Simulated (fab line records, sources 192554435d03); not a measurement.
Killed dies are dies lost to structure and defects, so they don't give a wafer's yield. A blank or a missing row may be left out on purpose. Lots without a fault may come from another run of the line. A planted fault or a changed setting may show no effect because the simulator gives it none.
fab line records | flow n5_finfet
record lots=4 wafers=11 last_day=18
route steps=1938 shown SD_EPI_P@302 SD_ACTIVATION@330 ILD0@335 BEOL_M4@1111 PASSIVATION@1936
lots that met no fault: from a run of the same line without faults
start_h: hours from the record's first day to the start of the lot's first wafer shown | wait_h: hours since the lot's step before | " the same as in the row above | L1.1+2: a row that stands for several wafers | - no value, or no start given | * or withheld: withheld | < > ~ a bound
route shown NAME@n: a module of which the file shows steps, and the number in the route of the first | usual: mean/standard deviation of fault-free wafers | same: alike in all rows | chamber/n: place in a boat | sites: the reading at each site | _std_site: their standard deviation | _edge_site: outer sites' mean less inner sites' | radius_mm: how far each site lies from the wafer's centre | mask NAME#n: copy n | behind: the tool/chamber that last shaped the wafer | hold: why the lot was held/for how many hours/how that ended | device: the transistor (n, p or np) that didn't switch | end of line: the same wafers' tests at the end of the route | a step without rows: its recipe alone | killed: dies lost to structure and defects at the first sort, not the wafer's yield | map: a wafer's dies, x killed, . not, _ none there
set.NAME: the setting as run; set.NAME@STEP: as run at that earlier step | model.NAME: the simulator's own value behind a step, which no gauge read
lots at some steps of the route; a table a step, a row a wafer
services: from which hour (start_h, from the record's first day; less than 0 if before it) a tool's chamber was out of use, for how many hours, and why
## steps
# step N5_SD_EPI_P_DEVELOP_08
# recipe develop_time_s=30 developer=TMAH resist=CAR-ArF-block dev_temp_c=23 rinse_liquid=diw dry=air_spin
# step N5_SD_EPI_P_DESCUM_14
# recipe chemistry=O2 time_s=7.9 source_power_w=50 bias_power_w=20 pressure_mtorr=20 rf_frequency_hz=2.712e+07 temp_c=40 resist=CAR-ArF-block o2_flow_sccm=225
# step N5_SD_EPI_P_ETCH_36
# recipe chemistry=CF4 target=SiARC target_depth_a=455 mask_material=CAR-ArF-block time_s=75.8 ion_energy_ev=80 pressure_mtorr=40 source_w=545 bias_w=36 Ar_flow_sccm=100 cf4_flow_sccm=100 ends=cleared
# step N5_SD_EPI_P_ETCH_37
# recipe chemistry=N2/H2 target=SOC overetch_a=1080 mask_material=SiARC temp_c=40 ion_energy_ev=100 source_w=3000 bias_w=133 pressure_mtorr=20 time_s=486 n2_flow_sccm=200 h2_flow_sccm=200 ends=end_point
# step N5_SD_EPI_P_STRIP_38
# recipe chemistry=N2/H2 temp_c=40 n2_flow_sccm=200 h2_flow_sccm=200 rf_frequency_hz=6e+07
# step N5_SD_EPI_P_ETCHBACK_46
# recipe chemistry=CH3F/O2 mode=anisotropic_etchback target=SiNx target_depth_a=175 stop_on=SiO2 over_etch_frac=0.3 ion_energy_ev=120 pressure_mtorr=30 source_w=395 bias_w=73 Ar_flow_sccm=150 CH3F_flow_sccm=30 O2_flow_sccm=20
# step N5_SD_EPI_P_ETCH_47
# recipe chemistry=CH3F/O2 target=SiOCN target_depth_a=250 mask_material=SOC ion_energy_ev=60 bias_w=29 pressure_mtorr=30 source_w=410 Ar_flow_sccm=150 CH3F_flow_sccm=30 O2_flow_sccm=20
# step N5_SD_EPI_P_ETCH_16
# recipe chemistry=CHF3/O2 target=SiO2 target_depth_a=50 mask_material=SOC pressure_mtorr=30 source_w=650 bias_w=170 Ar_flow_sccm=200 CHF3_flow_sccm=50 O2_flow_sccm=5 ion_energy_ev=200
# step N5_SD_EPI_P_STRIP_50
# recipe chemistry=CHF3/O2 resist=SiARC rf_frequency_hz=6e+07
# step N5_SD_EPI_P_SD_RECESS_17
# recipe chemistry=HBr/Cl2/O2 target_depth_a=391 bt_time_s=3 pressure_mtorr=10 icp_w=800 bias_w=112 HBr_flow_sccm=150 Cl2_flow_sccm=80 O2_flow_sccm=12
# usual drypump_motor_current_A=5.6/0.36 oes_product_au=0.994/0.012 throttle_valve_pct=37.1/0.49
# columns lot.wafer tool chamber start_h wait_h drypump_motor_current_A oes_product_au rf_hours_counter_h throttle_valve_pct model.etch.depth_nm model.SD_EPI_P.feature_depth_nm
L587.1 rie_si-01 3 79.17 0.0 5.6 0.999 109 37.4 37.75 37.8
L587.4 " 0 " " 5.4 0.992 194 36.8 40.1 40.2
L587.5 " 1 " " 5.8 0.993 - 37.1 38.77 38.8
L596.2 rie_si-01 2 132.19 0.0 5.9 0.972 128 36.8 53.8 53.8
L596.3 " 3 " " 5.6 1.001 110 37.4 51.76 51.8
L596.6 " 2 " " 5.9 0.974 - 36.8 39.11 39.2
L600.1 rie_si-01 3 156.27 0.0 5.6 1.003 110 37.3 37.74 37.8
L600.3 " 2 " " 5.9 0.971 129 36.8 53.85 53.8
L606.1 rie_si-03 1 195.37 0.0 5.3 0.984 50 37.9 39 39
L606.3 " 0 " " 5.1 0.985 1 38.3 38.25 38.2
L606.5 " 1 " " 5.3 0.991 - 37.9 39.02 39
# step N5_SD_EPI_P_WET_ETCH_45
# recipe chemistry=dHF dilution=withheld time_s=10.7 target=SiO2 target_depth_a=20 temp_c=25 dry=ipa_marangoni rinse_time_s=30 rinse_temp_c=23
# step N5_SD_EPI_P_STRIP_40
# recipe chemistry=N2/H2 power_w=1000 temp_c=250 h2_frac=0.65 overash_fraction=0.3 pressure_mtorr=withheld n2_flow_sccm=1750 h2_flow_sccm=3250
# step N5_SD_EPI_P_PRECLEAN_52
# recipe chemistry=O3/DIW time_s=60 temp_c=22 o3_ppm=10
# step N5_SD_EPI_P_SRD_20
# recipe dry=ipa_marangoni do_ppb=5 time_s=30 temp_c=23 rinse_liquid=diw
# step N5_SD_EPI_P_PRECLEAN_51
# recipe chemistry=NF3:NH3 afs_cycles=1 temp_c=30 time_s=20 sublimation_temp_c=180 sublimation_time_s=60 pressure_torr=3 rf_power_w=30
# step N5_SD_EPI_P_VAPOR_ETCH_44
# recipe chemistry=NF3/Ar target=SiGe30 temp_c=25 time_s=3.3 mode=isotropic
# step N5_SD_EPI_P_EPI_21
# recipe material=SiGe:B dopant=B temp_c=550 pressure_torr=20 ambient=H2 time_s=355
# step N5_SD_EPI_P_HM_STRIP_48
# recipe chemistry=H3PO4 temp_c=160 material=SiNx target=SiNx target_depth_a=30 overetch_fraction=0.3
# step N5_SD_EPI_P_SRD_49
# recipe dry=ipa_marangoni time_s=30 temp_c=23 rinse_liquid=diw
# step N5_SD_EPI_P_PRECLEAN_24
# recipe chemistry=O3/DIW time_s=45 temp_c=22 o3_ppm=10
# step N5_SD_EPI_P_PRECLEAN_32
# recipe chemistry=dHF time_s=10 dilution=500:1 temp_c=25
# step N5_SD_EPI_P_PRECLEAN_33
# recipe chemistry=SC2 time_s=45 temp_c=35 mix=1:1:50
# step N5_SD_EPI_P_SRD_25
# recipe time_s=30 temp_c=23 rinse_liquid=diw dry=ipa_marangoni
# step N5_SD_ACTIVATION_RTA_00
# recipe temp_c=975 time_s=0 ambient=N2 idle_temp_c=600 ramp_up_c_per_s=150 ramp_down_c_per_s=60 cool_to_c=600
# step N5_SD_ACTIVATION_LSA_01
# recipe temp_c=1080 time_s=0.0008 ambient=N2
# step N5_ILD0_LINER_00
# recipe material=SiNx target_thk_a=40 temp_c=400 ald_precursor_family=SiH2I2 ald_co_reactant=N2/H2-plasma pulse_time_s=1 purge_time_s=2 co_reactant_purge_time_s=2 ald_cycles=80 pressure_torr=2
# step N5_ILD0_FCVD_FILL_01
# recipe material=SiO2_flowable target_thk_a=2000 temp_c=100 pressure_torr=0.8 rf_w=2000 time_s=328.3
# step N5_ILD0_CURE_02
# recipe temp_c=450 time_s=1800 ambient=steam idle_temp_c=400 ramp_up_c_per_min=5 ramp_down_c_per_min=3 densification_p_h2o_torr=640
# step N5_ILD0_CMP_03
# recipe stop_on=SiNx t_overpolish_s=1.9 post_cmp_clean=alkaline_brush down_force_psi=4.1491 platen_rpm=51.796 pad_velocity_m_s=1.0306 target_thk_nm=197.38
# step N5_ILD0_CMP_07
# recipe stop_on=poly-Si material=SiO2_flowable t_overpolish_s=1.18 post_cmp_clean=alkaline_brush down_force_psi=4.1491 platen_rpm=51.796 pad_velocity_m_s=1.0306 target_thk_nm=138.88
# step N5_ILD0_PRECLEAN_10
# recipe chemistry=NF3:NH3 afs_cycles=5 time_s=20 temp_c=30 sublimation_temp_c=180 sublimation_time_s=60 pressure_torr=3 rf_power_w=30
# step N5_ILD0_ALD_15
# recipe material=SiNx target_thk_a=240 temp_c=400 ald_precursor_family=SiH2I2 ald_co_reactant=N2/H2-plasma pulse_time_s=1 ald_cycles=480 purge_time_s=2 co_reactant_purge_time_s=2 pressure_torr=2
# step N5_BEOL_M4_RC_MEAS_101
# usual DIBL_N=36.1/2.5 DIBL_P=36/3.3 IOFF_N=0.16/0.046 IOFF_P=0.20/0.051 IOFF_P_85C=3.5/0.75 IOFF_P_LIN=0.094/0.018 ION_N=676/16 ION_P=462/11 SS_N=71.6/0.87 SS_P=73.2/0.86 VT_N=251/4.4 VT_P=-252/4.6
# columns lot.wafer tool chamber start_h wait_h DIBL_N[mV/V] DIBL_P[mV/V] IOFF_N[nA/um] IOFF_P[nA/um] IOFF_P_85C[nA/um] IOFF_P_LIN[nA/um] ION_N[uA/um] ION_P[uA/um] SS_N[mV/dec] SS_P[mV/dec] VT_N[mV] VT_P[mV]
L587.1 prober-01 0 231.84 0.0 35.3 35 0.13 0.15 2.7 0.074 673 451 71.3 73.2 255 -259
L587.4 " 0 " " 34.5 34 0.12 0.15 2.8 0.076 672 463 71.2 73.4 255 -257
L587.5 " 0 " " 37.7 37 0.17 0.19 3.2 0.086 689 458 72.0 74.6 251 -256
L596.2 prober-01 0 275.94 0.2 37.3 75 0.21 7.17 68.8 0.325 707 517 72.3 104.3 241 -237
L596.3 " 0 " " 33.7 70 0.13 4.72 48.8 0.235 653 481 70.9 104.2 251 -245
L596.6 " 0 " " 30.3 29 0.08 0.10 1.9 0.060 660 442 70.5 71.0 256 -261
L600.1 prober-01 0 306.99 0.0 37.6 37 0.16 0.19 3.4 0.092 687 464 71.2 73.4 247 -253
L600.3 " 0 " " 34.4 - 0.10 - - - 653 - 71.1 - 255 -
L606.1 prober-02 0 320.32 0.0 34.4 33 0.13 0.18 3.3 0.093 665 458 71.2 72.2 252 -250
L606.3 " 0 " " 34.8 34 0.15 0.19 3.6 0.099 687 472 70.5 73.1 249 -251
L606.5 " 0 " " 36.1 35 0.17 0.21 3.9 0.104 674 463 71.0 73.3 246 -249
# step N5_PASSIVATION_PROBE_49
# usual defect_limited_yield=91.0/1.4 killed_at_M0_to_M3=34/10 killed_at_M4_up=15/5.5 killed_at_contacts=12/6.1 killed_at_front_end=41/12 killed_at_other=4/3.4 killed_dies=106/17 killed_open=70/13 killed_short=34/7.4 sort_bin_4_leakage=0.01/0.065 sort_bin_5_function=5.3/1 sort_bin_6_memory=3.4/0.69 sort_n_pass=1073/17 sort_yield_pct=91.0/1.4
# same gross_dies=1180 killed_at_back_side=0 sort_bin_8_speed[%]=0
# columns lot.wafer tool chamber start_h wait_h defect_limited_yield[%] killed_at_M0_to_M3 killed_at_M4_up killed_at_contacts killed_at_front_end killed_at_other killed_dies killed_open killed_short sort_bin_4_leakage[%] sort_bin_5_function[%] sort_bin_6_memory[%] sort_n_pass sort_yield_pct[%]
L587.1 prober-01 - 333.91 0.0 91.9 29 16 11 34 6 96 60 36 0 4.7 3.3 1084 91.9
L587.4 prober-01 - 334.06 0.2 90.3 31 14 7 59 3 114 68 45 0 5.6 3.7 1066 90.3
L587.5 prober-01 - 334.11 0.2 90.5 33 14 10 53 2 112 80 32 0 5.3 3.9 1068 90.5
L596.2 prober-02 - 384.56 0.1 90.0 45 9 10 53 1 118 75 41 90.00 5.6 3.8 0 0
L596.3 prober-02 - 384.61 0.1 88.7 48 11 11 61 2 133 91 34 88.73 6.7 3.9 0 0
L596.6 prober-02 - 384.76 0.3 90.6 43 6 9 53 0 111 85 23 0 5.8 3.4 1069 90.6
L600.1 prober-01 - 419.58 0.0 89.6 19 12 14 72 6 123 85 38 0 6.4 3.9 1057 89.6
L600.3 prober-01 - 419.68 0.1 89.1 38 10 9 68 4 129 81 44 89.07 6.2 4.4 0 0
L606.1 prober-02 - 436.65 0.0 89.8 36 12 19 43 10 120 78 39 0 5.8 3.9 1060 89.8
L606.3 prober-02 - 436.75 0.1 91.4 26 14 15 43 3 101 71 29 0 4.9 3.4 1079 91.4
L606.5 prober-02 - 436.85 0.2 90.0 34 13 13 39 19 118 77 33 0 5.9 3.2 1062 90.0
# killed by level:class
L587.1 MOL_CONTACT_COAG:geometric_particle:open=9 BEOL_M0_SAQP:geometric_particle:short=8 BEOL_M4:geometric_particle:open=8 DUMMY_GATE:geometric_particle:open=5 BEOL_M0_SAQP:geometric_particle:open=5 BEOL_M1:geometric_particle:open=5 FIN_SAQP:geometric_particle:short=4 FIN_SAQP:geometric_particle:open=4
L587.4 STI_FIN_REVEAL:geometric_particle:open=15 FIN_SAQP:geometric_particle:open=10 BEOL_M4:geometric_particle:open=10 BEOL_M0_SAQP:geometric_particle:short=9 FIN_SAQP:geometric_particle:short=7 BEOL_M3:geometric_particle:open=6 BEOL_M0_SAQP:geometric_particle:open=5 DUMMY_GATE:geometric_particle:open=5
L587.5 STI_FIN_REVEAL:geometric_particle:open=19 BEOL_M0_SAQP:geometric_particle:open=9 STI_FIN_REVEAL:geometric_particle:short=8 MOL_CONTACT_COAG:geometric_particle:open=8 BEOL_M3:geometric_particle:open=8 BEOL_M4:geometric_particle:open=8 FIN_SAQP:geometric_particle:open=5 BEOL_M0_SAQP:geometric_particle:short=5
L596.2 STI_FIN_REVEAL:geometric_particle:open=15 BEOL_M0_SAQP:geometric_particle:short=15 BEOL_M0_SAQP:geometric_particle:open=10 BEOL_M2:geometric_particle:open=8 FIN_SAQP:geometric_particle:open=7 MOL_CONTACT_COAG:geometric_particle:open=7 STI_FIN_REVEAL:geometric_particle:short=6 GATE_CUT:geometric_particle:open=5
L596.3 BEOL_M0_SAQP:geometric_particle:open=17 STI_FIN_REVEAL:geometric_particle:open=14 FIN_SAQP:geometric_particle:open=11 BEOL_M0_SAQP:geometric_particle:short=11 MOL_CONTACT_COAG:geometric_particle:open=10 DUMMY_GATE:geometric_particle:open=5 BEOL_M2:geometric_particle:open=5 BEOL_M3:geometric_particle:open=5
L596.6 FIN_SAQP:geometric_particle:open=19 STI_FIN_REVEAL:geometric_particle:open=13 BEOL_M0_SAQP:geometric_particle:open=12 BEOL_M0_SAQP:geometric_particle:short=9 MOL_CONTACT_COAG:geometric_particle:open=8 BEOL_M1:geometric_particle:open=7 BEOL_M2:geometric_particle:open=7 FIN_SAQP:geometric_particle:short=4
L600.1 STI_FIN_REVEAL:geometric_particle:open=23 FIN_SAQP:geometric_particle:short=10 MOL_CONTACT_COAG:geometric_particle:open=10 FIN_SAQP:geometric_particle:open=8 BEOL_M4:geometric_particle:open=8 DUMMY_GATE:geometric_particle:open=7 GATE_CUT:geometric_particle:short=6 BEOL_M2:geometric_particle:open=5
L600.3 STI_FIN_REVEAL:geometric_particle:open=25 FIN_SAQP:geometric_particle:short=14 BEOL_M1:geometric_particle:open=9 BEOL_M3:geometric_particle:open=7 MOL_CONTACT_COAG:geometric_particle:open=6 BEOL_M2:geometric_particle:open=6 STI_FIN_REVEAL:geometric_particle:short=5 DUMMY_GATE:geometric_particle:open=5
L606.1 MOL_CONTACT_COAG:geometric_particle:open=17 FIN_SAQP:geometric_particle:open=12 FIN_SAQP:geometric_particle:short=8 BEOL_M0_SAQP:geometric_particle:open=8 BEOL_M0_SAQP:geometric_particle:short=8 STI_FIN_REVEAL:geometric_particle:open=5 STARTING-WAFER:geometric_particle:short=5 STARTING-WAFER:geometric_particle:open=5
L606.3 STI_FIN_REVEAL:geometric_particle:open=16 MOL_CONTACT_COAG:geometric_particle:open=12 BEOL_M2:geometric_particle:open=7 FIN_SAQP:geometric_particle:short=4 BEOL_M3:geometric_particle:open=4 BEOL_M8:geometric_particle:open=4 FIN_SAQP:geometric_particle:open=3 STI_FIN_REVEAL:geometric_particle:short=3
L606.5 MOL_CONTACT_COAG:geometric_particle:open=9 STI_FIN_REVEAL:geometric_particle:open=8 BEOL_M1:geometric_particle:open=8 BEOL_M2:geometric_particle:open=7 FIN_SAQP:geometric_particle:open=6 BEOL_M0_SAQP:geometric_particle:open=6 BEOL_M1:geometric_particle:short=6 STARTING-WAFER:geometric_particle:open=5
# map L596.3 (x killed, . not)
_________________.xx.......x.________________
______________................x._____________
___________.xx...x..........x......__________
__________x........x..x.....x....x.._________
________......x.x.x......x............_______
_______........x.....x..x..............______
______...x.............................._____
_____.........x..........x...............____
____.......x..x..x.....x..................___
___.........x.x..xx......x..x..............__
___.x.............x....x.....x.............__
__.............x............x.....xx.x......_
__...........xx.........x..................._
_x.....................x.....................
_.....x..xx.......x..................x..x....
_xx...x...............................x..x...
_..............x....................x........
_.........x.....xx...x................x......
_....x.x......x............x........x.....x..
_....xx....x......x..........................
_x..................x.........x......x.......
__........xxx....x....x..x.x..x....x........_
__...................x.x..x..........xxxx.x._
___....x..................x..x.......x.x...__
___....x...................................__
____........x....x............x....x......___
_____..................x....x.......x....____
______...x...x...........x......x......._____
_______x......x.......x.......x........______
________x................x............_______
__________.............x.x.....xxx.._________
___________..x...........x.......x.__________
______________......x..x.......x_____________
_________________x...x....x..________________
# map L600.3 (x killed, . not)
_________________.......x....________________
______________x......x...x......_____________
___________....x...................__________
__________....x............x.x......_________
________...x....x.......x..........x.x_______
_______x...................xx..........______
______..............................x..._____
_____.......x............................____
____............x....x.x.......x.........x___
___.....x...x.........x.x.x...x...x........__
___...x..........................x.x.......__
__......................x..................._
__..x.x....x...x.x.........x.....x...x......_
_.x........x............................x....
_........................xx.........x..x.....
_.x..xx.....x......................x.........
_..x......................xx......x.........x
_........x....x........x....x....x..........x
_.............x.x.........x........x.....x..x
_...........x.........x......x........x......
_xx....x.........x........x................x.
__x............................x....xx..x..x_
__.........................x..x............x_
___.x.....x.....xx......x..................__
___.x......x.....xx.x....................x.__
____..x....x.....x...xx..............xx...___
_____.x....x.................x..x........____
______.......x.x........x.......x......._____
_______......x..x..............x...x...______
________.................x..x.x......x_______
__________........x...x.........x..._________
___________........................__________
______________.................._____________
_________________x....x......________________
## services
# columns tool chamber start_h hours kind
rie_si-03 1 57.68 5.0 repair
rie_si-03 2 75.74 6.2 repair
rie_si-01 - 81.58 0.9 repair
rie_si-03 2 103.49 2.8 repair
rie_si-03 0 125.27 - clean
rie_si-03 0 125.27 13.3 scheduled_down
rie_si-03 0 125.27 13.3 vent_cycle
rie_si-01 0 144.56 - clean
rie_si-01 0 144.56 18.8 scheduled_down
rie_si-01 0 144.56 18.8 vent_cycle
rie_si-03 3 145.68 3.8 repair
## key
first_sign step=N5_BEOL_M4_RC_MEAS_101 reading=IOFF_P direction=up sigmas=99+ usual=0.20 struck=5.95
effect step=N5_BEOL_M4_RC_MEAS_101 reading=IOFF_P_85C direction=up sigmas=74 usual=3.5 struck=58.8
effect step=N5_BEOL_M4_RC_MEAS_101 reading=SS_P direction=up sigmas=36 usual=73.2 struck=104.3
effect step=N5_BEOL_M4_RC_MEAS_101 reading=DIBL_P direction=up sigmas=11 usual=36 struck=72
effect step=N5_BEOL_M4_RC_MEAS_101 reading=IOFF_P_LIN direction=up sigmas=10 usual=0.094 struck=0.280
effect step=N5_BEOL_M4_RC_MEAS_101 reading=ION_P direction=up sigmas=3.5 usual=462 struck=499
effect step=N5_PASSIVATION_PROBE_49 reading=sort_bin_4_leakage direction=up sigmas=99+ usual=0.01 struck=89.27
model_effect step=N5_SD_EPI_P_SD_RECESS_17 value=etch.depth_nm without=38.59 struck=53.14
met_at N5_SD_EPI_P_SD_RECESS_17
struck_wafers L596.2,L596.3,L600.3
onset_between 79.17 132.19
fault kind=process_parameter_drift tool=rie_si-01 chamber=- onset_h=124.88 steps=N5_SD_EPI_P_SD_RECESS_17 channel=target_depth_a offset=147.4 shape=step end_h=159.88 scope=struck_wafers_only acts_in=these_recipes_only stated=391
